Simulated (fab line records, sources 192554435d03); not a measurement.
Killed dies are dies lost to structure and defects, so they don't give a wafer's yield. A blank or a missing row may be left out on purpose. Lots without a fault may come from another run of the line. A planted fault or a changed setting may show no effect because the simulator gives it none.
Chamber matching | flow n5_finfet | N5_BEOL_M4_ALD_98 on ald_sin-04: 4 sister chambers
The step deposits SiO2, target thk 2.5 nm, pulse time 1 s, co reactant pulse time 1 s. 4 wafers are shown with their chamber, then 10 later ones without.

WAFERS WITH THEIR CHAMBER
wafer  | chamber | heater_power_outer_w (W)
L092.2 | 0       | 35
L092.3 | 1       | 40
L091.1 | 3       | 42
L091.4 | 2       | 43

WAFERS WITHOUT THEIR CHAMBER
wafer  | heater_power_outer_w (W)
L091.5 | 33
L093.3 | 44
L093.5 | 35
L093.6 | 40
L095.2 | 39
L095.4 | 34
L095.6 | 40
L096.1 | 43
L096.2 | 41
L096.4 | 39

WHICH CHAMBER EACH WENT THROUGH
wafer  | from the rows above          | in truth
L091.5 | 0                            | 0
L093.3 | can't be placed: 2 or 3      | 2
L093.5 | 0                            | 0
L093.6 | 1                            | 1
L095.2 | 1                            | 1
L095.4 | 0                            | 0
L095.6 | 1                            | 1
L096.1 | can't be placed: 2 or 3      | 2
L096.2 | can't be placed: 1 or 3 or 2 | 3
L096.4 | 1                            | 1
Placed correctly: 7 of 10. Can't be placed from these rows: 3 (the true chamber is among the candidates in 3). Placed wrongly: 0.
How it was worked out, from the rows above alone: a wafer's distance from a chamber is the root of the sum, over the readings, of the square of ((its reading less the chamber's mean) divided by the reading's scatter). The wafer belongs to the nearest chamber; if the next one is less than 2 further off, it can't be placed. A chamber's mean is the mean of its shown wafers. The scatter: with one shown wafer a chamber, the root of the mean of the squares of how far each hidden wafer lies from its nearest shown one.
